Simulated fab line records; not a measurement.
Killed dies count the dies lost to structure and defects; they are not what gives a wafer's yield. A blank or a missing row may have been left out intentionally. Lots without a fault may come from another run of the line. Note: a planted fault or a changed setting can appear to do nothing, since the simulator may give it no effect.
fab line records | flow nand_harc
[record] lots = 6 | wafers = 18 | last_day = 32
route steps=1302 shown A_CONTACT@992 END@1302
lots with no fault: from the same line, run without faults
start_h: hours from the record's first day to the start of the lot's first wafer shown | wait_h: hours from the lot's prior step to this one | " as in the row above | L1.1+2: a row that stands for several wafers | - no value, or no start given | * or withheld: withheld | < > ~ a bound
route shown NAME@n: NAME is a module with steps in the file, n the number in the route of the first one | usual: the fault-free wafers' mean and standard deviation | same: alike in all rows | chamber/n: place in a boat | sites: per-site readings | _std_site: the standard deviation of these | _edge_site: the outer-site mean with the inner-site mean subtracted | radius_mm: how far each site lies from the wafer's centre | mask NAME#n: copy n | behind: the most recent tool/chamber to have shaped the wafer | hold: what put the lot on hold/how long, in hours/how the hold closed | device: names the non-switching transistor (n, p or np) | end of line: the tests these same wafers got at the end of their route | a step given without rows: its recipe and nothing more | killed: not the wafer's yield, but the dies lost to structure and defects at the first sort | map: shows each die of a wafer: x if killed, . if not, _ if none is there
set.NAME: setting as actually run; set.NAME@STEP: the setting as run at that earlier step | model.NAME: the simulator's own value behind a step, which no gauge read
lots at selected steps of the route; one table per step, one row per wafer
services: a tool's chamber out of use, with start hour (start_h, from the record's first day; less than 0 if before it), hours out, and reason
[[steps]]
[step NHARC_A_CONTACT_SOFTBAKE_37]
[recipe] temp_c = 105 | time_s = 55
[step NHARC_A_CONTACT_EBR_38]
[step NHARC_A_CONTACT_EXPOSE_39]
[recipe] na = 1.35 | sigma_outer = 0.8 | dose_mj = 58.79 | mask_id = A_CC_3
[step NHARC_A_CONTACT_PEB_40]
[recipe] peb_temp_c = 100 | peb_time_s = 65
[step NHARC_A_CONTACT_DEVELOP_41]
[recipe] develop_time_s = 35 | dev_temp_c = 23
[step NHARC_A_CONTACT_CD_MEAS_42]
[recipe] target_cd_nm = 300 | landing_energy_ev = 500
[usual] cd_nm = 299.9/0.53
lot.wafer | tool      | chamber | start_h | wait_h | cd_nm
L563.3    | cd_sem-02 | 0       | 514.11  | -      | 300.3
L563.4    | "         | 0       | "       | "      | 299.2
L563.5    | "         | 0       | "       | "      | 300.4
L564.1    | cd_sem-02 | 0       | 515.51  | -      | 299.3
L564.2    | "         | 0       | "       | "      | 299.1
L564.4    | "         | 0       | "       | "      | 300.1
L568.2    | cd_sem-02 | 0       | 566.15  | -      | 299.7
L568.4    | "         | 0       | "       | "      | 299.9
L568.6    | "         | 0       | "       | "      | 299.9
L576.2    | cd_sem-01 | 0       | 647.43  | -      | 299.5
L576.4    | "         | 0       | "       | "      | 300.0
L576.6    | "         | 0       | "       | "      | 300.1
L575.1    | cd_sem-01 | 0       | 648.12  | -      | 300.0
L575.2    | "         | 0       | "       | "      | 300.4
L575.6    | "         | 0       | "       | "      | 299.5
L582.2    | cd_sem-02 | 0       | 698.11  | -      | 300.3
L582.3    | "         | 0       | "       | "      | 299.8
L582.5    | "         | 0       | "       | "      | 299.6
[step NHARC_A_CONTACT_OVL_MEAS_43]
[usual] overlay_x_nm = 0.2/0.75 | overlay_y_nm = -0.3/0.78
lot.wafer | tool       | chamber | start_h | wait_h | overlay_x_nm | overlay_y_nm
L563.3    | overlay-01 | -       | 514.20  | -      | 0.2          | 1.3
L563.4    | "          | -       | "       | "      | 0.3          | 0.3
L563.5    | "          | -       | "       | "      | 0.4          | 1.2
L564.1    | overlay-02 | -       | 515.60  | -      | 0.3          | -0.8
L564.2    | "          | -       | "       | "      | 0.9          | -0.7
L564.4    | "          | -       | "       | "      | -0.4         | -0.6
L568.2    | overlay-02 | -       | 566.23  | -      | 1.1          | 0.4
L568.4    | "          | -       | "       | "      | 0.5          | 0.3
L568.6    | "          | -       | "       | "      | 0.8          | 0.5
L576.2    | overlay-02 | -       | 647.52  | -      | 0.4          | 0.6
L576.4    | "          | -       | "       | "      | 1.2          | 0.9
L576.6    | "          | -       | "       | "      | 1.1          | 0.5
L575.1    | overlay-01 | -       | 648.21  | -      | -0.9         | -1.7
L575.2    | "          | -       | "       | "      | -1.2         | -1.8
L575.6    | "          | -       | "       | "      | -1.8         | -1.9
L582.2    | overlay-01 | -       | 698.19  | -      | -0.1         | -0.5
L582.3    | "          | -       | "       | "      | -0.6         | -0.9
L582.5    | "          | -       | "       | "      | -0.5         | -0.6
[step NHARC_A_CONTACT_INSPECT_44]
[usual] raw_defect_count = 81/42
lot.wafer | tool              | chamber | start_h | wait_h | raw_defect_count
L563.3    | defect_inspect-02 | -       | 514.23  | 0.0    | 17
L563.4    | "                 | -       | "       | "      | 16
L563.5    | "                 | -       | "       | "      | 18
L564.1    | defect_inspect-02 | -       | 515.63  | 0.0    | 74
L564.2    | "                 | -       | "       | "      | 64
L564.4    | "                 | -       | "       | "      | 62
L568.2    | defect_inspect-02 | -       | 566.28  | 0.1    | 108
L568.4    | "                 | -       | "       | "      | 103
L568.6    | "                 | -       | "       | "      | 117
L576.2    | defect_inspect-01 | -       | 647.56  | 0.0    | 129
L576.4    | "                 | -       | "       | "      | 98
L576.6    | "                 | -       | "       | "      | 94
L575.1    | defect_inspect-02 | -       | 648.25  | 0.0    | 106
L575.2    | "                 | -       | "       | "      | 127
L575.6    | "                 | -       | "       | "      | 106
L582.2    | defect_inspect-02 | -       | 698.23  | 0.0    | 92
L582.3    | "                 | -       | "       | "      | 75
L582.5    | "                 | -       | "       | "      | 69
[step NHARC_A_CONTACT_DESCUM_47]
[recipe] time_s = 3 | o2_flow_sccm = 200 | ar_flow_sccm = 0 | bias_power_w = 0 | chemistry = O2
[usual] drypump_motor_current_A = 5.8/0.31 | oes_product_au = 1.001/0.011 | rf_vpp_V = 57.6/0.86 | showerhead_plenum_p_Torr = 1.87/0.076 | throttle_valve_pct = 11.312/0.008
lot.wafer | tool        | chamber | start_h | wait_h | drypump_motor_current_A | oes_product_au | rf_hours_counter_h | rf_vpp_V | showerhead_plenum_p_Torr | throttle_valve_pct
L563.3    | rie_diel-10 | 2       | 514.30  | 0.1    | 5.9                     | 1.011          | 14                 | 57.2     | 1.77                     | 11.322
L563.4    | "           | 3       | "       | "      | 5.8                     | 1.022          | 14                 | 57.8     | 1.82                     | 11.312
L563.5    | "           | 2       | "       | "      | 5.9                     | 1.015          | -                  | 55.4     | 1.77                     | 11.315
L564.4    | rie_diel-07 | 2       | 515.69  | 0.1    | 5.7                     | 1.015          | 10                 | 57.1     | 1.79                     | 11.298
L564.2    | "           | 0       | "       | "      | 5.1                     | 1.001          | 10                 | 58.6     | 1.88                     | 11.320
L564.1    | "           | 1       | "       | "      | 6.0                     | 0.988          | 9                  | 57.0     | 1.89                     | 11.297
L568.2    | rie_diel-07 | 1       | 566.35  | 0.1    | 6.0                     | 0.984          | 27                 | 57.1     | 1.88                     | 11.313
L568.4    | "           | 3       | "       | "      | 5.9                     | 1.009          | 27                 | 57.6     | 1.97                     | 11.320
L568.6    | "           | 1       | "       | "      | 6.0                     | 0.985          | -                  | 57.9     | 1.88                     | 11.313
L576.2    | rie_diel-10 | 1       | 647.62  | 0.1    | 5.6                     | 0.999          | 6                  | 57.8     | 1.97                     | 11.312
L576.4    | "           | 2       | "       | "      | 5.9                     | 0.979          | 7                  | 57.3     | 1.77                     | 11.315
L576.6    | "           | 1       | "       | "      | 5.6                     | 0.989          | -                  | 58.1     | 1.97                     | 11.322
L575.1    | rie_diel-10 | 3       | 648.99  | 0.7    | 5.8                     | 0.998          | 9                  | 56.8     | 1.81                     | 11.311
L575.2    | "           | 1       | "       | "      | 5.6                     | 0.993          | 7                  | 59.6     | 1.97                     | 11.313
L575.6    | "           | 2       | "       | "      | 5.9                     | 0.997          | -                  | 58.8     | 1.77                     | 11.324
L582.3    | rie_diel-07 | 1       | 698.29  | 0.1    | 6.0                     | 1.007          | 11                 | 58.2     | 1.87                     | 11.316
L582.2    | "           | 2       | "       | "      | 5.7                     | 0.981          | 12                 | 57.8     | 2.07                     | 11.321
L582.5    | "           | 1       | "       | "      | 6.1                     | 1.014          | -                  | 56.5     | 1.87                     | 11.299
[step NHARC_A_CONTACT_ETCH_48]
[recipe] target_depth_a = 390 | over_etch_frac = 0.3 | time_s = 65 | ion_energy_ev = 80 | cf4_flow_sccm = 150 | ar_flow_sccm = 0 | rf_w = 300 | bias_w = 100 | chemistry = CF4
[usual] drypump_motor_current_A = 5.8/0.31 | oes_product_au = 1.001/0.011 | rf_vpp_V = 150.6/1.1 | showerhead_plenum_p_Torr = 1.73/0.065 | throttle_valve_pct = 13.283/0.008
lot.wafer | tool        | chamber | start_h | wait_h | drypump_motor_current_A | oes_product_au | rf_hours_counter_h | rf_vpp_V | showerhead_plenum_p_Torr | throttle_valve_pct
L563.4    | rie_diel-10 | 2       | 514.38  | 0.1    | 5.9                     | 1.012          | 14                 | 148.5    | 1.65                     | 13.280
L563.3    | "           | 0       | "       | "      | 5.6                     | 1.021          | 13                 | 150.0    | 1.68                     | 13.290
L563.5    | "           | 1       | "       | "      | 5.6                     | 1.013          | -                  | 151.6    | 1.82                     | 13.280
L564.1    | rie_diel-07 | 1       | 515.78  | 0.1    | 6.0                     | 0.994          | 9                  | 149.9    | 1.75                     | 13.282
L564.4    | "           | 3       | "       | "      | 5.8                     | 1.011          | 11                 | 151.4    | 1.82                     | 13.284
L564.2    | "           | 0       | "       | "      | 5.1                     | 0.986          | 10                 | 151.1    | 1.74                     | 13.292
L568.2    | rie_diel-07 | 0       | 567.17  | 0.8    | 5.1                     | 0.980          | 26                 | 153.0    | 1.74                     | 13.282
L568.4    | "           | 1       | "       | "      | 6.0                     | 0.983          | 28                 | 150.8    | 1.74                     | 13.285
L568.6    | "           | 0       | "       | "      | 5.1                     | 0.980          | -                  | 150.8    | 1.74                     | 13.276
L576.2    | rie_diel-10 | 2       | 647.71  | 0.1    | 5.9                     | 0.987          | 7                  | 149.3    | 1.64                     | 13.281
L576.4    | "           | 3       | "       | "      | 5.8                     | 1.002          | 8                  | 150.7    | 1.68                     | 13.277
L576.6    | "           | 2       | "       | "      | 5.9                     | 0.991          | -                  | 149.2    | 1.64                     | 13.263
L575.1    | rie_diel-10 | 0       | 649.23  | 0.2    | 5.6                     | 0.998          | 8                  | 149.5    | 1.67                     | 13.281
L575.2    | "           | 1       | "       | "      | 5.6                     | 0.995          | 7                  | 151.4    | 1.81                     | 13.297
L575.6    | "           | 1       | "       | "      | 5.6                     | 1.002          | -                  | 152.4    | 1.81                     | 13.283
L582.2    | rie_diel-07 | 3       | 698.38  | 0.1    | 5.9                     | 1.007          | 11                 | 151.1    | 1.80                     | 13.289
L582.3    | "           | 1       | "       | "      | 6.0                     | 1.013          | 11                 | 150.8    | 1.73                     | 13.273
L582.5    | "           | 3       | "       | "      | 5.8                     | 1.002          | -                  | 152.7    | 1.80                     | 13.279
[step NHARC_A_CONTACT_ETCH_49]
[recipe] target_depth_a = 2600 | over_etch_frac = 0.3 | time_s = 475.3 | ion_energy_ev = 200 | n2_flow_sccm = 150 | h2_flow_sccm = 150 | ar_flow_sccm = 0 | rf_w = 400 | bias_w = 150 | chemistry = N2/H2
[usual] drypump_motor_current_A = 5.8/0.32 | oes_product_au = 1.000/0.011 | rf_vpp_V = 429.0/2.3 | showerhead_plenum_p_Torr = 1.98/0.08 | throttle_valve_pct = 14.172/0.0091
lot.wafer | tool        | chamber | start_h | wait_h | drypump_motor_current_A | oes_product_au | rf_hours_counter_h | rf_vpp_V | showerhead_plenum_p_Torr | throttle_valve_pct
L563.4    | rie_diel-10 | 2       | -       | -      | 5.9                     | 1.005          | 15                 | 424.6    | 1.89                     | 14.181
L563.3    | "           | 3       | "       | "      | 5.8                     | 1.010          | 14                 | 426.5    | 1.94                     | 14.166
L563.5    | "           | 1       | "       | "      | 5.6                     | 1.006          | -                  | 432.5    | 2.10                     | 14.177
L564.1    | rie_diel-07 | 0       | -       | -      | 5.1                     | 0.996          | 10                 | 428.9    | 2.00                     | 14.151
L564.2    | "           | 1       | "       | "      | 6.0                     | 1.001          | 10                 | 430.1    | 2.01                     | 14.169
L564.4    | "           | 2       | "       | "      | 5.6                     | 1.000          | 10                 | 426.2    | 1.90                     | 14.157
L568.2    | rie_diel-07 | 2       | -       | -      | 5.6                     | 1.010          | 29                 | 426.4    | 1.90                     | 14.162
L568.4    | "           | 0       | "       | "      | 5.1                     | 0.984          | 27                 | 430.2    | 2.00                     | 14.168
L568.6    | "           | 2       | "       | "      | 5.6                     | 1.004          | -                  | 427.2    | 1.90                     | 14.175
L576.4    | rie_diel-10 | 0       | -       | -      | 5.6                     | 1.000          | 7                  | 426.5    | 1.92                     | 14.168
L576.2    | "           | 3       | "       | "      | 5.8                     | 0.991          | 8                  | 427.7    | 1.93                     | 14.176
L576.6    | "           | 0       | "       | "      | 5.6                     | 1.000          | -                  | 428.9    | 1.92                     | 14.181
L575.1    | rie_diel-10 | 0       | -       | -      | 5.6                     | 0.992          | 8                  | 427.2    | 1.92                     | 14.172
L575.2    | "           | 1       | "       | "      | 5.6                     | 0.981          | 7                  | 433.0    | 2.10                     | 14.166
L575.6    | "           | 2       | "       | "      | 5.9                     | 0.980          | -                  | 426.4    | 1.88                     | 14.169
L582.2    | rie_diel-07 | 1       | -       | -      | 6.0                     | 1.008          | 11                 | 429.5    | 1.99                     | 14.183
L582.3    | "           | 2       | "       | "      | 5.7                     | 0.993          | 13                 | 435.4    | 2.21                     | 14.174
L582.5    | "           | 1       | "       | "      | 6.0                     | 1.017          | -                  | 429.4    | 1.99                     | 14.170
[step NHARC_A_CONTACT_ETCH_50]
[recipe] target_depth_a = 1210 | time_s = 60.5 | cf4_flow_sccm = 100 | chf3_flow_sccm = 30 | ar_flow_sccm = 0 | rf_w = 500 | bias_w = 200 | chemistry = CF4/CHF3
[usual] drypump_motor_current_A = 5.8/0.32 | oes_product_au = 0.952/0.022 | rf_vpp_V = 369.3/2.1 | showerhead_plenum_p_Torr = 1.53/0.056 | throttle_valve_pct = 16.803/0.0093
lot.wafer | tool        | chamber | start_h | wait_h | drypump_motor_current_A | oes_product_au | rf_hours_counter_h | rf_vpp_V | showerhead_plenum_p_Torr | throttle_valve_pct
L563.3    | rie_diel-10 | 2       | -       | -      | 5.9                     | 0.954          | 15                 | 367.1    | 1.47                     | 16.807
L563.4    | "           | 0       | "       | "      | 5.6                     | 0.973          | 13                 | 367.5    | 1.49                     | 16.802
L563.5    | "           | 3       | "       | "      | 5.8                     | 0.980          | -                  | 369.3    | 1.50                     | 16.817
L564.2    | rie_diel-07 | 3       | -       | -      | 5.8                     | 0.965          | 11                 | 372.2    | 1.62                     | 16.783
L564.4    | "           | 0       | "       | "      | 5.1                     | 0.971          | 10                 | 370.8    | 1.55                     | 16.795
L564.1    | "           | 1       | "       | "      | 6.0                     | 0.973          | 10                 | 369.7    | 1.55                     | 16.812
L568.4    | rie_diel-07 | 1       | -       | -      | 6.0                     | 0.910          | 28                 | 370.8    | 1.55                     | 16.800
L568.2    | "           | 2       | "       | "      | 5.6                     | 0.915          | 29                 | 368.5    | 1.47                     | 16.808
L568.6    | "           | 1       | "       | "      | 6.0                     | 0.912          | -                  | 369.9    | 1.55                     | 16.794
L576.4    | rie_diel-10 | 1       | -       | -      | 5.6                     | 0.960          | 6                  | 372.1    | 1.61                     | 16.801
L576.2    | "           | 3       | "       | "      | 5.8                     | 0.966          | 8                  | 366.9    | 1.50                     | 16.793
L576.6    | "           | 2       | "       | "      | 5.9                     | 0.974          | -                  | 367.2    | 1.46                     | 16.800
L575.2    | rie_diel-10 | 3       | -       | -      | 5.8                     | 0.931          | 9                  | 369.6    | 1.50                     | 16.803
L575.1    | "           | 0       | "       | "      | 5.6                     | 0.935          | 8                  | 368.1    | 1.49                     | 16.810
L575.6    | "           | 2       | "       | "      | 5.9                     | 0.932          | -                  | 364.6    | 1.46                     | 16.805
L582.2    | rie_diel-07 | 1       | -       | -      | 5.9                     | 0.958          | 12                 | 369.0    | 1.54                     | 16.818
L582.3    | "           | 2       | "       | "      | 5.7                     | 0.938          | 13                 | 374.9    | 1.70                     | 16.797
L582.5    | "           | 0       | "       | "      | 5.1                     | 0.954          | -                  | 369.5    | 1.54                     | 16.800
[step NHARC_A_CONTACT_ETCH_51]
[recipe] target_depth_a = 70000 | over_etch_frac = 0.3 | time_s = 1820 | ion_energy_ev = 150 | o2_flow_sccm = 400 | cos_flow_sccm = 20 | ar_flow_sccm = 0 | rf_w = 500 | bias_w = 300 | chemistry = O2/COS
[usual] drypump_motor_current_A = 5.8/0.31 | o2_flow_sccm = 400.0/1.3 | oes_product_au = 1.000/0.01 | rf_vpp_V = 313.2/1.9 | showerhead_plenum_p_Torr = 3.05/0.12 | throttle_valve_pct = 28.330/0.0093
lot.wafer | tool        | chamber | start_h | wait_h | drypump_motor_current_A | o2_flow_sccm | oes_product_au | rf_hours_counter_h | rf_vpp_V | showerhead_plenum_p_Torr | throttle_valve_pct
L563.4    | rie_diel-10 | 2       | 514.93  | -      | 5.9                     | 398.9        | 1.008          | 15                 | 312.3    | 2.91                     | 28.337
L563.3    | "           | 0       | "       | "      | 5.6                     | 399.2        | 1.009          | 13                 | 310.7    | 2.96                     | 28.332
L563.5    | "           | 2       | "       | "      | 5.9                     | 397.9        | 1.016          | -                  | 312.6    | 2.91                     | 28.336
L564.1    | rie_diel-07 | 2       | 516.31  | -      | 5.6                     | 398.9        | 0.999          | 11                 | 311.0    | 2.93                     | 28.327
L564.2    | "           | 3       | "       | "      | 5.9                     | 401.0        | 0.995          | 12                 | 315.3    | 3.21                     | 28.325
L564.4    | "           | 1       | "       | "      | 6.1                     | 401.9        | 1.000          | 10                 | 314.1    | 3.08                     | 28.339
L568.2    | rie_diel-07 | 0       | 568.04  | -      | 5.1                     | 400.8        | 0.996          | 27                 | 313.1    | 3.06                     | 28.319
L568.4    | "           | 2       | "       | "      | 5.6                     | 399.5        | 1.002          | 30                 | 313.2    | 2.92                     | 28.328
L568.6    | "           | 0       | "       | "      | 5.1                     | 399.4        | 0.979          | -                  | 312.2    | 3.06                     | 28.328
L576.2    | rie_diel-10 | 2       | 648.23  | -      | 5.9                     | 318.9        | 0.994          | 7                  | 310.6    | 2.52                     | 25.243
L576.4    | "           | 1       | "       | "      | 5.7                     | 319.2        | 0.996          | 7                  | 315.6    | 2.79                     | 25.267
L576.6    | "           | 2       | "       | "      | 5.9                     | 317.9        | 0.996          | -                  | 309.3    | 2.52                     | 25.242
L575.2    | rie_diel-10 | 0       | 650.06  | -      | 5.6                     | 320.0        | 1.013          | 8                  | 311.5    | 2.56                     | 25.241
L575.1    | "           | 3       | "       | "      | 5.8                     | 320.1        | 0.990          | 10                 | 312.9    | 2.58                     | 25.250
L575.6    | "           | 1       | "       | "      | 5.6                     | 321.8        | 0.999          | -                  | 316.7    | 2.79                     | 25.244
L582.3    | rie_diel-07 | 2       | 699.10  | -      | 5.7                     | 400.2        | 0.992          | 13                 | 318.0    | 3.37                     | 28.330
L582.2    | "           | 0       | "       | "      | 5.1                     | 401.8        | 0.994          | 10                 | 311.8    | 3.05                     | 28.324
L582.5    | "           | 1       | "       | "      | 6.1                     | 401.5        | 1.009          | -                  | 314.2    | 3.06                     | 28.335
[step NHARC_A_CONTACT_ETCH_111]
[recipe] source_w = withheld | pressure_mtorr = 20 | bias_v = withheld | time_s = 140 | target_depth_a = 7000 | ar_flow_sccm = withheld | c4f8_flow_sccm = withheld | o2_flow_sccm = withheld | chemistry = C4F8/O2/Ar
lot.wafer | tool            | chamber | start_h | wait_h | rf_hours_counter_h
L563.3    | har_cap_etch-03 | 1       | 516.21  | -      | -
L563.4    | "               | 0       | "       | "      | -
L563.5    | "               | 1       | "       | "      | -
L564.2    | har_cap_etch-02 | 1       | 517.51  | -      | 87
L564.1    | "               | 0       | "       | "      | 87
L564.4    | "               | 0       | "       | "      | -
L568.2    | har_cap_etch-03 | 1       | 569.29  | -      | 53
L568.4    | "               | 1       | "       | "      | -
L568.6    | "               | 1       | "       | "      | -
L576.2    | har_cap_etch-01 | 1       | 649.46  | -      | 24
L576.4    | "               | 1       | "       | "      | -
L576.6    | "               | 0       | "       | "      | -
L575.2    | har_cap_etch-02 | 1       | 651.28  | -      | 113
L575.1    | "               | 0       | "       | "      | 113
L575.6    | "               | 1       | "       | "      | -
L582.2    | har_cap_etch-03 | 1       | 700.22  | -      | 76
L582.3    | "               | 0       | "       | "      | -
L582.5    | "               | 0       | "       | "      | -
[step NHARC_END_SORT_01]
[recipe] temp_c = 25
[usual] killed_at_array = 54/21 | killed_at_other = 1.0/1.2 | killed_at_periphery = 3.6/2.6 | killed_dies = 58/20 | killed_open = 3.3/1.9 | killed_short = 2.6/1.5
[same] gross_dies = 677
lot.wafer | tool      | chamber | start_h | wait_h | killed_at_array | killed_at_other | killed_at_periphery | killed_dies | killed_open | killed_short
L564.1    | prober-01 | 0       | 594.77  | 2.5    | 55              | 0               | 1                   | 56          | 3           | 1
L564.2    | prober-01 | 0       | 595.57  | 2.8    | 49              | 0               | 2                   | 51          | 8           | 1
L564.4    | prober-01 | 0       | 597.16  | 3.4    | 46              | 0               | 2                   | 48          | 4           | 2
L576.2    | prober-02 | 0       | 722.82  | 2.8    | 67              | 1               | 5                   | 73          | 7           | 1
L576.4    | prober-02 | 0       | 724.44  | 3.4    | 58              | 0               | 4                   | 62          | 5           | 4
L576.6    | prober-02 | 0       | 726.06  | 4.1    | 55              | 2               | 3                   | 60          | 0           | 2
// killed by level:class
L564.1 A_CHANNEL_HOLE_D1:chamber_film_flake=36 A_CHANNEL_HOLE_D2:chamber_film_flake=6 A_CONTACT:chamber_film_flake=5 A_CHANNEL_FILL_D1:geometric_particle:open=1 A_DECK1_JOINT:geometric_particle:open=1 A_CHANNEL_FILL_D2:geometric_particle:short=1 A_M1:geometric_particle:open=1 P_STI:chamber_film_flake=1
L564.2 A_CHANNEL_HOLE_D1:chamber_film_flake=25 A_CHANNEL_HOLE_D2:chamber_film_flake=7 A_DECK1_JOINT:chamber_film_flake=4 A_M0:geometric_particle:open=3 A_CHANNEL_FILL_D1:chamber_film_flake=2 A_STAIRCASE:chamber_film_flake=2 A_CONTACT:chamber_film_flake=2 P_GATE:geometric_particle:open=1
L564.4 A_CHANNEL_HOLE_D1:chamber_film_flake=28 A_CHANNEL_HOLE_D2:chamber_film_flake=6 A_BLC:geometric_particle:open=3 P_ZERO_WELL:chamber_film_flake=2 A_CONTACT:chamber_film_flake=2 A_ONON_D2:geometric_particle:open=1 A_CHANNEL_FILL_D2:geometric_particle:short=1 A_WL_FILL:geometric_particle:short=1
L576.2 A_SLIT:chamber_film_flake=35 A_CHANNEL_HOLE_D2:chamber_film_flake=15 A_BLC:chamber_film_flake=5 A_WL_FILL:geometric_particle:open=2 A_M0:geometric_particle:open=2 A_ZERO_WELL:chamber_film_flake=2 A_CONTACT:chamber_film_flake=2 P_CONTACT:geometric_particle:open=1
L576.4 A_SLIT:chamber_film_flake=20 A_CHANNEL_HOLE_D2:chamber_film_flake=13 A_CHANNEL_HOLE_D1:chamber_film_flake=7 A_CONTACT:chamber_film_flake=4 A_WL_FILL:chamber_film_flake=3 A_BLC:chamber_film_flake=3 A_ONON_D2:geometric_particle:open=2 P_GATE:chamber_film_flake=2
L576.6 A_SLIT:chamber_film_flake=19 A_CHANNEL_HOLE_D2:chamber_film_flake=15 A_CHANNEL_HOLE_D1:chamber_film_flake=8 A_WL_FILL:chamber_film_flake=5 A_CONTACT:chamber_film_flake=5 A_BLC:chamber_film_flake=2 THIN_TSV:chamber_film_flake=2 P_M0:geometric_particle:short=1
[[services]]
tool            | chamber | start_h | hours | kind
har_cap_etch-01 | -       | 497.00  | 17.0  | pm
rie_diel-10     | 0       | 502.46  | -     | clean
rie_diel-10     | 1       | 502.46  | -     | clean
rie_diel-10     | 2       | 502.46  | -     | clean
rie_diel-10     | 3       | 502.46  | -     | clean
rie_diel-07     | 0       | 506.30  | -     | clean
rie_diel-07     | 1       | 506.30  | -     | clean
rie_diel-07     | 2       | 506.30  | -     | clean
rie_diel-07     | 3       | 506.30  | -     | clean
har_cap_etch-02 | -       | 522.58  | 0.5   | repair
rie_diel-10     | 0       | 526.96  | -     | clean
rie_diel-10     | 1       | 526.96  | -     | clean
rie_diel-10     | 2       | 526.96  | -     | clean
rie_diel-10     | 3       | 526.96  | -     | clean
rie_diel-07     | 0       | 532.63  | -     | clean
rie_diel-07     | 1       | 532.63  | -     | clean
rie_diel-07     | 2       | 532.63  | -     | clean
rie_diel-07     | 3       | 532.63  | -     | clean
rie_diel-10     | -       | 542.03  | 2.6   | repair
rie_diel-10     | 0       | 551.54  | -     | clean
rie_diel-10     | 1       | 551.54  | -     | clean
rie_diel-10     | -       | 596.96  | 9.0   | pm
rie_diel-07     | -       | 649.89  | 9.0   | pm
har_cap_etch-02 | -       | 663.10  | 0.2   | repair
[[key]]
[first_sign] step = NHARC_A_CONTACT_ETCH_51 | reading = throttle_valve_pct | direction = down | sigmas = 99+ | usual = 28.330 | struck = 25.248
[effect] step = NHARC_A_CONTACT_ETCH_51 | reading = o2_flow_sccm | direction = down | sigmas = 62 | usual = * | struck = *
met_at NHARC_A_CONTACT_ETCH_51
struck_wafers L575.1,L575.2,L575.6,L576.2,L576.4,L576.6
tester_left_out L575,L576
onset_between 514.93 648.23
[fault] kind = process_parameter_drift | tool = rie_diel-10 | chamber = - | onset_h = 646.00 | steps = NHARC_A_CONTACT_ETCH_51 | channel = o2_flow_sccm | offset = * | shape = step | end_h = 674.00 | acts_in = * | stated = *
// tester_left_out: of these lots the tester's yield and bins aren't shown, on N5 and GAA mostly nor the transistor test; their killed dies are dies lost to structure and defects alone, not to doping, threshold or leakage, so they don't give the yield
